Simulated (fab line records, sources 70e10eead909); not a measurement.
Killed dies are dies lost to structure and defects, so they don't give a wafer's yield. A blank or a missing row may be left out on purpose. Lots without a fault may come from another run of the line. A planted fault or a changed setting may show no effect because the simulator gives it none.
fab line records | flow nand_harc
record lots=24 wafers=72 last_day=33
route steps=1302 shown A_CHANNEL_FILL_D1@517 A_DECK1_JOINT@527 A_ONON_D2@548 A_CHANNEL_HOLE_D2@584
lots that met no fault: from a run of the same line without faults
start_h: hours from the record's first day to the start of the lot's first wafer shown | wait_h: hours since the lot's step before | " the same as in the row above | L1.1+2: a row that stands for several wafers | - no value, or no start given | * or withheld: withheld | < > ~ a bound
route shown NAME@n: a module of which the file shows steps, and the number in the route of the first | usual: mean/standard deviation of fault-free wafers | same: alike in all rows | chamber/n: place in a boat | sites: the reading at each site | _std_site: their standard deviation | _edge_site: outer sites' mean less inner sites' | radius_mm: how far each site lies from the wafer's centre | mask NAME#n: copy n | behind: the tool/chamber that last shaped the wafer | hold: why the lot was held/for how many hours/how that ended | device: the transistor (n, p or np) that didn't switch | end of line: the same wafers' tests at the end of the route | a step without rows: its recipe alone | killed: dies lost to structure and defects at the first sort, not the wafer's yield | map: a wafer's dies, x killed, . not, _ none there
set.NAME: the setting as run; set.NAME@STEP: as run at that earlier step | model.NAME: the simulator's own value behind a step, which no gauge read
steps of the route over a sample of lots; a table a step, a row a wafer
services: from which hour (start_h, from the record's first day; less than 0 if before it) a tool's chamber was out of use, for how many hours, and why
## steps
# step NHARC_A_CHANNEL_FILL_D1_INSPECT_13
# usual raw_defect_count=329/130
# columns lot.wafer tool chamber start_h wait_h raw_defect_count
L074.1 defect_inspect-01 - 242.86 0.0 338
L074.3 " - " " 273
L074.6 " - " " 285
L075.1 defect_inspect-02 - 242.86 0.0 360
L075.4 " - " " 461
L075.5 " - " " 1171
L076.1 defect_inspect-01 - 256.20 0.0 241
L076.4 " - " " 176
L076.5 " - " " 315
L077.3 defect_inspect-02 - 263.04 0.0 152
L077.4 " - " " 132
L077.6 " - " " 251
L078.2 defect_inspect-02 - 269.97 0.0 351
L078.3 " - " " 277
L078.5 " - " " 348
L079.1 defect_inspect-02 - 282.71 0.0 488
L079.3 " - " " 370
L079.6 " - " " 339
L080.1 defect_inspect-01 - 298.59 0.0 276
L080.4 " - " " 528
L080.6 " - " " 393
L081.2 defect_inspect-01 - 311.22 0.0 267
L081.4 " - " " 591
L081.6 " - " " 381
L082.3 defect_inspect-02 - 328.85 0.0 477
L082.4 " - " " 222
L082.6 " - " " 263
L084.2 defect_inspect-02 - 339.41 0.0 183
L084.4 " - " " 247
L084.5 " - " " 318
L083.1 defect_inspect-01 - 339.41 0.0 391
L083.3 " - " " 239
L083.5 " - " " 264
L086.2 defect_inspect-01 - 355.10 0.0 391
L086.3 " - " " 430
L086.6 " - " " 410
L085.1 defect_inspect-02 - 355.10 0.0 233
L085.2 " - " " 283
L085.3 " - " " 455
L089.1 defect_inspect-02 - 383.50 0.0 301
L089.4 " - " " 137
L089.6 " - " " 155
L087.3 defect_inspect-02 - 383.51 0.0 338
L087.4 " - " " 295
L087.6 " - " " 283
L088.1 defect_inspect-02 - 390.53 0.0 347
L088.4 " - " " 480
L088.5 " - " " 518
L091.2 defect_inspect-01 - 403.62 0.0 328
L091.3 " - " " 215
L091.6 " - " " 341
L090.1 defect_inspect-02 - 411.28 0.0 627
L090.5 " - " " 344
L090.6 " - " " 542
L093.3 defect_inspect-01 - 417.11 0.0 413
L093.4 " - " " 337
L093.6 " - " " 228
L092.4 defect_inspect-02 - 417.12 0.0 277
L092.5 " - " " 341
L092.6 " - " " 318
L094.1 defect_inspect-01 - 439.94 0.0 218
L094.2 " - " " 312
L094.4 " - " " 337
L095.2 defect_inspect-02 - 448.93 0.0 125
L095.3 " - " " 205
L095.6 " - " " 167
L096.2 defect_inspect-01 - 457.62 0.0 418
L096.4 " - " " 257
L096.5 " - " " 362
L097.2 defect_inspect-02 - 457.62 0.0 126
L097.4 " - " " 253
L097.5 " - " " 282
# step NHARC_A_DECK1_JOINT_CMP_13
# recipe target_thk_nm=51.023
# usual motor_current_A=11.3/1 time_to_endpoint_s=10.0/2.7
# columns lot.wafer tool chamber start_h wait_h motor_current_A time_to_endpoint_s
L074.3 cmp-04 3 253.08 0.4 13.2 10.8
L074.1 " 2 " " 10.4 11.7
L074.6 " 0 " " 12.0 8.8
L075.1 cmp-02 3 253.08 0.4 10.3 8.0
L075.4 " 1 " " 11.9 9.3
L075.5 " 3 " " 10.3 8.5
L076.1 cmp-02 3 266.78 0.4 10.5 8.8
L076.4 " 0 " " 10.2 8.8
L076.5 " 1 " " 11.6 7.7
L077.3 cmp-04 2 273.46 0.4 10.6 10.5
L077.4 " 3 " " 12.9 9.7
L077.6 " 1 " " 12.1 13.5
L078.2 cmp-03 2 280.17 0.4 12.5 10.7
L078.3 " 0 " " 11.7 7.9
L078.5 " 1 " " 11.2 11.3
L079.3 cmp-02 3 293.12 0.4 10.1 7.4
L079.1 " 1 " " 12.5 8.6
L079.6 " 3 " " 9.8 8.1
L080.1 cmp-03 1 308.79 0.4 10.8 12.7
L080.4 " 0 " " 11.1 10.5
L080.6 " 2 " " 13.0 13.9
L081.4 cmp-03 1 321.59 0.4 10.4 12.3
L081.2 " 2 " " 12.9 10.2
L081.6 " 0 " " 11.3 6.4
L082.3 cmp-04 3 339.17 0.4 13.5 8.7
L082.4 " 0 " " 12.4 9.6
L082.6 " 3 " " 13.4 7.3
L084.4 cmp-03 1 352.29 0.4 10.8 15.2
L084.2 " 2 " " 12.8 11.9
L084.5 " 1 " " 10.9 11.2
L083.3 cmp-02 3 352.32 0.4 10.2 9.4
L083.1 " 0 " " 10.0 9.1
L083.5 " 2 " " 10.4 9.5
L086.3 cmp-02 3 365.43 0.4 10.1 5.1
L086.2 " 0 " " 9.7 5.3
L086.6 " 0 " " 9.8 7.5
L085.2 cmp-04 2 365.43 0.4 10.7 10.1
L085.1 " 3 " " 12.2 6.8
L085.3 " 1 " " 12.0 10.7
L087.4 cmp-03 1 393.89 0.4 10.6 13.6
L087.3 " 3 " " 11.6 13.2
L087.6 " 1 " " 10.3 13.8
L089.1 cmp-02 2 393.89 0.4 10.5 14.4
L089.4 " 0 " " 10.2 11.1
L089.6 " 1 " " 12.2 11.6
L088.1 cmp-04 1 400.70 0.4 12.0 11.1
L088.4 " 3 " " 12.8 6.9
L088.5 " 2 " " 11.0 9.9
L091.2 cmp-04 2 414.04 0.4 10.6 10.1
L091.3 " 3 " " 13.1 8.5
L091.6 " 2 " " 10.7 12.2
L090.1 cmp-04 1 421.66 0.4 11.5 11.7
L090.5 " 2 " " 10.7 8.6
L090.6 " 3 " " 12.8 9.2
L092.4 cmp-04 2 427.44 0.4 10.8 6.5
L092.5 " 2 " " 11.1 8.2
L092.6 " 3 " " 13.4 6.8
L093.3 cmp-02 1 427.50 0.4 12.2 5.2
L093.4 " 2 " " 11.1 9.4
L093.6 " 0 " " 10.1 6.4
L094.1 cmp-03 0 450.24 0.4 11.0 13.4
L094.4 " 1 " " 10.1 13.1
L094.2 " 2 " " 12.5 14.4
L095.3 cmp-02 0 459.75 0.4 9.5 10.5
L095.2 " 2 " " 10.8 13.8
L095.6 " 3 " " 10.7 10.7
L097.4 cmp-02 0 467.94 0.4 10.2 13.4
L097.2 " 2 " " 10.4 14.1
L097.5 " 1 " " 12.4 13.3
L096.2 cmp-04 1 467.97 0.4 12.3 13.9
L096.4 " 2 " " 11.0 8.7
L096.5 " 1 " " 11.4 12.8
# step NHARC_A_ONON_D2_THK_MEAS_05
# recipe thk_meas_gauge=ellipsometry
# usual thk_nm=1001/11
# columns lot.wafer tool chamber start_h wait_h thk_nm
L074.1 film_metro-01 - 275.52 - 980
L074.3 " - " " 978
L074.6 " - " " 980
L075.1 film_metro-02 - 275.67 - 1018
L075.4 " - " " 1018
L075.5 " - " " 1020
L076.1 film_metro-02 - 289.64 - 1007
L076.4 " - " " 1006
L076.5 " - " " 1008
L077.3 film_metro-01 - 297.22 - 1002
L077.4 " - " " 1005
L077.6 " - " " 1004
L078.2 film_metro-01 - 302.99 - 989
L078.3 " - " " 990
L078.5 " - " " 989
L079.1 film_metro-02 - 325.88 - 1004
L079.3 " - " " 1002
L079.6 " - " " 1004
L080.1 film_metro-02 - 338.91 - 1014
L080.4 " - " " 1015
L080.6 " - " " 1013
L081.2 film_metro-01 - 350.30 - 1001
L081.4 " - " " 1000
L081.6 " - " " 1002
L082.3 film_metro-01 - 361.20 - 1003
L082.4 " - " " 1002
L082.6 " - " " 1002
L084.2 film_metro-01 - 378.74 - 1018
L084.4 " - " " 1016
L084.5 " - " " 1018
L083.1 film_metro-01 - 378.91 - 1009
L083.3 " - " " 1007
L083.5 " - " " 1006
L085.1 film_metro-02 - 389.62 - 995
L085.2 " - " " 994
L085.3 " - " " 995
L086.2 film_metro-01 - 389.84 - 996
L086.3 " - " " 997
L086.6 " - " " 996
L087.3 film_metro-01 - 419.88 - 1008
L087.4 " - " " 1009
L087.6 " - " " 1009
L089.1 film_metro-02 - 419.96 - 997
L089.4 " - " " 999
L089.6 " - " " 999
L088.1 film_metro-02 - 427.13 - 993
L088.4 " - " " 993
L088.5 " - " " 992
L091.2 film_metro-01 - 441.59 - 980
L091.3 " - " " 984
L091.6 " - " " 982
L090.1 film_metro-01 - 448.51 - 1014
L090.5 " - " " 1015
L090.6 " - " " 1013
L093.3 film_metro-02 - 454.67 - 994
L093.4 " - " " 992
L093.6 " - " " 994
L092.4 film_metro-01 - 454.68 - 1014
L092.5 " - " " 1014
L092.6 " - " " 1015
L094.1 film_metro-02 - 478.91 - 998
L094.2 " - " " 1000
L094.4 " - " " 998
L095.2 film_metro-02 - 488.04 - 975
L095.3 " - " " 975
L095.6 " - " " 976
L097.2 film_metro-01 - 494.12 - 1006
L097.4 " - " " 1006
L097.5 " - " " 1004
L096.2 film_metro-01 - 494.13 - 1007
L096.4 " - " " 1005
L096.5 " - " " 1006
# step NHARC_A_CHANNEL_HOLE_D2_INSPECT_12
# usual raw_defect_count=30/23
# columns lot.wafer tool chamber start_h wait_h raw_defect_count
L074.1 defect_inspect-01 - 290.38 0.0 51
L074.3 " - " " 61
L074.6 " - " " 59
L075.1 defect_inspect-01 - 291.66 0.0 5
L075.4 " - " " 12
L075.5 " - " " 5
L076.1 defect_inspect-02 - 306.40 0.0 4
L076.4 " - " " 5
L076.5 " - " " 5
L077.3 defect_inspect-01 - 314.50 0.0 7
L077.4 " - " " 9
L077.6 " - " " 3
L078.2 defect_inspect-02 - 320.61 0.0 10
L078.3 " - " " 4
L078.5 " - " " 6
L079.1 defect_inspect-02 - 340.58 0.0 49
L079.3 " - " " 58
L079.6 " - " " 60
L080.1 defect_inspect-02 - 355.70 0.0 58
L080.4 " - " " 64
L080.6 " - " " 47
L081.2 defect_inspect-02 - 365.02 0.0 59
L081.4 " - " " 44
L081.6 " - " " 65
L082.3 defect_inspect-02 - 383.54 0.0 62
L082.4 " - " " 54
L082.6 " - " " 64
L084.2 defect_inspect-02 - 398.07 0.0 61
L084.4 " - " " 71
L084.5 " - " " 54
L083.1 defect_inspect-01 - 398.22 0.0 4
L083.3 " - " " 15
L083.5 " - " " 6
L085.1 defect_inspect-01 - 405.35 0.0 36
L085.2 " - " " 55
L085.3 " - " " 64
L086.2 defect_inspect-02 - 406.37 0.0 12
L086.3 " - " " 14
L086.6 " - " " 15
L089.1 defect_inspect-02 - 437.79 0.0 7
L089.4 " - " " 12
L089.6 " - " " 6
L087.3 defect_inspect-02 - 437.97 0.0 50
L087.4 " - " " 43
L087.6 " - " " 59
L088.1 defect_inspect-02 - 445.27 0.0 13
L088.4 " - " " 10
L088.5 " - " " 18
L091.2 defect_inspect-02 - 456.69 0.0 17
L091.3 " - " " 15
L091.6 " - " " 15
L090.1 defect_inspect-01 - 463.18 0.0 65
L090.5 " - " " 52
L090.6 " - " " 40
L093.3 defect_inspect-01 - 471.13 0.0 60
L093.4 " - " " 61
L093.6 " - " " 43
L092.4 defect_inspect-01 - 471.75 0.0 7
L092.5 " - " " 14
L092.6 " - " " 15
L094.1 defect_inspect-02 - 496.86 0.0 17
L094.2 " - " " 17
L094.4 " - " " 15
L095.2 defect_inspect-02 - 503.16 0.0 21
L095.3 " - " " 17
L095.6 " - " " 21
L097.2 defect_inspect-02 - 509.70 0.0 23
L097.4 " - " " 23
L097.5 " - " " 32
L096.2 defect_inspect-02 - 509.85 0.0 7
L096.4 " - " " 5
L096.5 " - " " 3
# step NHARC_A_CHANNEL_HOLE_D2_ETCH_21
# recipe bias_v=3000 source_w=withheld pressure_mtorr=20 time_s=514.3 ar_flow_sccm=375 c4f8_flow_sccm=89.3 o2_flow_sccm=35.7 temp_c=-20 target_depth_a=16000 chemistry=C4F8/O2/Ar
# usual drypump_motor_current_A=5.6/0.56 showerhead_plenum_p_Torr=3.65/0.14 temp_c=-19.97/0.1 throttle_valve_pct=32.154/0.0092
# columns lot.wafer tool chamber start_h wait_h drypump_motor_current_A rf_hours_counter_h showerhead_plenum_p_Torr temp_c throttle_valve_pct
L074.1 har_etch-01 1 292.04 0.3 5.7 138 3.56 -20.02 32.154
L074.3 " 1 " " 5.7 - 3.56 -20.03 32.153
L074.6 " 1 " " 5.7 - 3.56 -20.01 32.173
L075.1 har_etch-02 1 293.40 0.3 6.0 371 3.66 -20.15 32.150
L075.4 " 0 " " 6.1 - 3.41 -19.89 32.163
L075.5 " 0 " " 6.1 - 3.40 -20.00 32.148
L076.1 har_etch-01 1 308.08 0.3 5.7 146 3.56 -19.87 32.166
L076.4 " 0 " " 4.7 - 3.70 -20.03 32.148
L076.5 " 0 " " 4.7 - 3.70 -19.91 32.161
L077.4 har_etch-02 1 316.32 0.3 6.0 - 3.66 -19.67 32.146
L077.3 " 0 " " 6.1 - 3.40 -19.98 32.140
L077.6 " 1 " " 6.0 - 3.66 -20.04 32.157
L078.2 har_etch-01 0 322.27 0.3 4.7 150 3.70 -20.06 32.168
L078.3 " 1 " " 5.7 - 3.56 -19.99 32.161
L078.5 " 1 " " 5.7 - 3.56 -20.03 32.157
L079.1 har_etch-02 1 342.68 0.5 6.0 398 3.65 -19.93 32.163
L079.3 " 1 " " 6.1 - 3.65 -19.81 32.153
L079.6 " 1 " " 6.1 - 3.65 -19.88 32.157
L080.1 har_etch-02 1 358.99 0.3 6.0 413 3.64 -19.99 32.158
L080.4 " 1 " " 6.0 - 3.64 -19.94 32.154
L080.6 " 0 " " 6.1 - 3.93 -19.82 32.150
L081.2 har_etch-01 1 366.69 0.3 5.7 184 3.54 -20.04 32.145
L081.4 " 1 " " 5.7 - 3.54 -20.10 32.152
L081.6 " 1 " " 5.7 - 3.54 -20.04 32.156
L082.3 har_etch-01 1 387.75 0.3 5.7 - 3.54 -19.91 32.155
L082.4 " 0 " " 4.7 - 3.68 -20.06 32.142
L082.6 " 0 " " 4.7 - 3.68 -19.99 32.152
L084.2 har_etch-02 1 399.74 0.3 6.1 0 3.63 -20.01 32.159
L084.4 " 0 " " 6.1 - 3.93 -19.85 32.144
L084.5 " 0 " " 6.1 - 3.93 -19.84 32.157
L083.1 har_etch-01 1 399.96 0.3 5.7 203 3.53 -20.02 32.148
L083.3 " 1 " " 5.7 - 3.53 -20.01 32.165
L083.5 " 1 " " 5.7 - 3.53 -20.02 32.144
L085.1 har_etch-02 0 408.05 0.3 6.1 8 3.92 -19.95 32.140
L085.2 " 1 " " 6.0 8 3.63 -19.90 32.148
L085.3 " 1 " " 6.1 - 3.63 -19.93 32.169
L086.2 har_etch-01 1 408.34 0.3 5.7 211 3.53 -20.21 32.155
L086.3 " 1 " " 5.7 - 3.53 -19.95 32.158
L086.6 " 1 " " 5.7 - 3.53 -19.86 32.148
L089.1 har_etch-01 1 439.46 0.3 5.7 226 3.52 -20.00 32.149
L089.4 " 1 " " 5.7 - 3.52 -19.99 32.158
L089.6 " 0 " " 4.7 - 3.66 -20.06 32.151
L087.3 har_etch-02 1 441.42 0.3 6.0 - 3.62 -19.87 32.153
L087.4 " 0 " " 6.1 - 3.91 -19.98 32.150
L087.6 " 0 " " 6.1 - 3.91 -20.10 32.170
L088.1 har_etch-02 0 446.93 0.3 6.1 31 3.91 -19.89 32.170
L088.4 " 0 " " 6.1 - 3.91 -20.04 32.143
L088.5 " 0 " " 6.1 - 3.91 -19.96 32.156
L091.2 har_etch-01 1 458.43 0.3 5.7 238 3.51 -20.01 32.158
L091.3 " 0 " " 4.7 - 3.66 -20.07 32.146
L091.6 " 1 " " 5.7 - 3.51 -20.09 32.158
L090.1 har_etch-01 0 464.93 0.3 4.7 242 3.65 -20.01 32.138
L090.5 " 1 " " 5.7 - 3.51 -20.15 32.161
L090.6 " 0 " " 4.7 - 3.65 -20.05 32.147
L093.3 har_etch-01 0 473.05 0.3 4.7 - 3.65 -19.80 32.154
L093.4 " 1 " " 5.7 - 3.51 -19.85 32.143
L093.6 " 1 " " 5.7 - 3.51 -19.96 32.154
L092.4 har_etch-02 1 477.17 0.3 6.0 - 3.61 -20.07 32.136
L092.6 " 1 " " 6.0 - 3.61 -20.05 32.161
L092.5 " 0 " " 6.1 - 3.90 -20.05 32.148
L094.2 har_etch-01 1 498.52 0.3 5.7 264 3.50 -19.88 32.160
L094.1 " 0 " " 4.7 264 3.64 -19.85 32.152
L094.4 " 0 " " 4.7 - 3.64 -19.88 32.153
L095.2 har_etch-02 0 504.82 0.3 6.1 62 3.89 -19.85 32.170
L095.3 " 1 " " 6.0 - 3.60 -20.12 32.148
L095.6 " 0 " " 6.1 - 3.89 -19.88 32.154
L097.2 har_etch-02 1 513.19 0.3 6.0 69 3.59 -19.84 32.150
L097.4 " 1 " " 6.0 - 3.59 -19.96 32.162
L097.5 " 1 " " 6.0 - 3.59 -19.96 32.153
L096.2 har_etch-01 0 516.81 0.3 4.7 276 3.63 -20.03 32.151
L096.4 " 1 " " 5.7 - 3.49 -19.79 32.160
L096.5 " 1 " " 5.7 - 3.49 -20.01 32.154
# step NHARC_A_CHANNEL_HOLE_D2_ETCH_23
# recipe bias_v=5000 source_w=withheld pressure_mtorr=20 time_s=819 ar_flow_sccm=375 c4f8_flow_sccm=89.3 o2_flow_sccm=35.7 temp_c=-20 target_depth_a=16000 chemistry=C4F8/O2/Ar
# usual drypump_motor_current_A=5.6/0.56 showerhead_plenum_p_Torr=3.65/0.14 temp_c=-19.99/0.1 throttle_valve_pct=32.155/0.0098
# columns lot.wafer tool chamber start_h wait_h drypump_motor_current_A rf_hours_counter_h showerhead_plenum_p_Torr temp_c throttle_valve_pct
L074.1 har_etch-01 1 293.06 0.5 5.7 139 3.56 -19.86 32.165
L074.3 " 1 " " 5.7 - 3.56 -19.95 32.163
L074.6 " 1 " " 5.7 - 3.56 -20.04 32.143
L075.1 har_etch-02 1 294.45 0.5 6.0 372 3.66 -19.85 32.158
L075.4 " 0 " " 6.1 - 3.40 -19.99 32.162
L075.5 " 0 " " 6.1 - 3.40 -19.98 32.157
L076.1 har_etch-01 1 309.09 0.5 5.7 147 3.56 -19.92 32.157
L076.4 " 0 " " 4.7 - 3.70 -20.00 32.172
L076.5 " 0 " " 4.7 - 3.70 -19.89 32.169
L077.4 har_etch-02 1 317.41 0.5 6.0 - 3.66 -20.12 32.165
L077.3 " 0 " " 6.1 - 3.40 -19.97 32.148
L077.6 " 1 " " 6.0 - 3.66 -20.01 32.169
L078.2 har_etch-01 0 323.28 0.5 4.7 151 3.70 -19.89 32.139
L078.3 " 1 " " 5.7 - 3.56 -19.95 32.155
L078.5 " 1 " " 5.7 - 3.56 -20.19 32.143
L079.1 har_etch-02 1 344.70 0.9 6.0 400 3.65 -20.12 32.152
L079.3 " 1 " " 6.0 - 3.65 -20.11 32.164
L079.6 " 1 " " 6.0 - 3.65 -20.02 32.153
L080.1 har_etch-02 1 360.04 0.5 6.0 414 3.64 -19.91 32.149
L080.4 " 1 " " 6.0 - 3.64 -20.01 32.151
L080.6 " 0 " " 6.1 - 3.93 -20.10 32.136
L081.2 har_etch-01 1 367.70 0.5 5.7 185 3.54 -20.05 32.169
L081.4 " 1 " " 5.7 - 3.54 -20.16 32.176
L081.6 " 1 " " 5.7 - 3.54 -20.03 32.133
L082.3 har_etch-01 1 388.85 0.5 5.7 - 3.53 -19.90 32.151
L082.4 " 0 " " 4.7 - 3.68 -19.91 32.161
L082.6 " 0 " " 4.7 - 3.68 -20.10 32.145
L084.2 har_etch-02 1 400.75 0.5 6.1 1 3.63 -20.14 32.156
L084.4 " 0 " " 6.1 - 3.93 -20.06 32.145
L084.5 " 0 " " 6.1 - 3.93 -19.93 32.149
L083.1 har_etch-01 1 401.01 0.5 5.7 204 3.53 -19.87 32.137
L083.3 " 1 " " 5.7 - 3.53 -20.04 32.142
L083.5 " 1 " " 5.7 - 3.53 -19.84 32.150
L085.1 har_etch-02 0 409.07 0.5 6.1 9 3.92 -20.01 32.140
L085.2 " 1 " " 6.0 9 3.63 -20.04 32.157
L085.3 " 1 " " 6.0 - 3.63 -19.77 32.144
L086.2 har_etch-01 1 409.39 0.5 5.7 212 3.53 -20.01 32.147
L086.3 " 1 " " 5.7 - 3.53 -19.98 32.155
L086.6 " 1 " " 5.7 - 3.53 -20.04 32.175
L089.1 har_etch-01 1 440.46 0.5 5.7 227 3.52 -19.94 32.161
L089.4 " 1 " " 5.7 - 3.52 -20.12 32.159
L089.6 " 0 " " 4.7 - 3.66 -20.06 32.157
L087.3 har_etch-02 1 442.51 0.5 6.0 - 3.62 -20.11 32.160
L087.4 " 0 " " 6.1 - 3.91 -19.77 32.164
L087.6 " 0 " " 6.1 - 3.91 -19.83 32.143
L088.1 har_etch-02 0 447.95 0.5 6.1 32 3.91 -19.87 32.142
L088.4 " 0 " " 6.1 - 3.91 -19.75 32.174
L088.5 " 0 " " 6.1 - 3.91 -20.05 32.146
L091.2 har_etch-01 1 459.48 0.5 5.7 239 3.51 -19.96 32.156
L091.3 " 0 " " 4.7 - 3.66 -20.09 32.152
L091.6 " 1 " " 5.7 - 3.51 -19.99 32.159
L090.1 har_etch-01 0 465.98 0.5 4.7 243 3.65 -19.98 32.152
L090.5 " 1 " " 5.7 - 3.51 -19.91 32.149
L090.6 " 0 " " 4.7 - 3.65 -19.91 32.140
L093.3 har_etch-01 0 474.15 0.5 4.7 - 3.65 -20.12 32.151
L093.4 " 1 " " 5.7 - 3.51 -19.97 32.162
L093.6 " 1 " " 5.7 - 3.51 -19.95 32.153
L092.4 har_etch-02 1 478.25 0.5 6.0 - 3.61 -20.00 32.158
L092.6 " 1 " " 6.0 - 3.61 -19.93 32.146
L092.5 " 0 " " 6.1 - 3.90 -20.29 32.174
L094.2 har_etch-01 1 499.52 0.5 5.7 265 3.50 -20.01 32.164
L094.1 " 0 " " 4.7 265 3.64 -19.95 32.147
L094.4 " 0 " " 4.7 - 3.64 -20.01 32.174
L095.2 har_etch-02 0 505.84 0.5 6.1 63 3.89 -20.02 32.155
L095.3 " 1 " " 6.0 - 3.60 -20.06 32.156
L095.6 " 0 " " 6.1 - 3.89 -20.08 32.157
L097.2 har_etch-02 1 514.24 0.5 6.0 70 3.59 -19.97 32.144
L097.4 " 1 " " 6.0 - 3.59 -20.01 32.152
L097.5 " 1 " " 6.0 - 3.59 -20.00 32.154
L096.2 har_etch-01 0 517.81 0.5 4.7 277 3.63 -19.98 32.158
L096.4 " 1 " " 5.7 - 3.49 -19.75 32.151
L096.5 " 1 " " 5.7 - 3.49 -19.91 32.159
## services
# columns tool chamber start_h hours kind
cmp-02 - 232.62 4.0 pm
har_etch-01 - 237.77 15.6 repair
cmp-03 - 239.18 3.6 repair
cmp-04 - 260.90 1.3 repair
cmp-04 - 262.85 0.9 repair
cmp-03 - 270.60 4.0 pm
cmp-03 - 287.82 0.3 repair
cmp-03 - 290.13 4.1 repair
cmp-03 - 305.34 1.8 repair
cmp-04 - 307.00 4.0 pm
cmp-04 - 314.98 1.3 repair
cmp-02 - 330.50 1.4 repair
cmp-02 - 331.94 4.0 pm
har_etch-02 0 340.66 - consumable_replace:showerhead
cmp-03 - 368.60 4.0 pm
har_etch-02 - 378.55 17.0 pm
cmp-04 - 405.00 4.0 pm
cmp-02 - 429.94 4.0 pm
cmp-04 - 431.30 4.1 repair
cmp-03 - 466.60 4.0 pm
cmp-04 - 468.50 0.4 repair
cmp-04 - 475.32 4.0 repair
cmp-02 - 487.39 3.5 repair
cmp-04 - 503.00 4.0 pm
## key
fault none
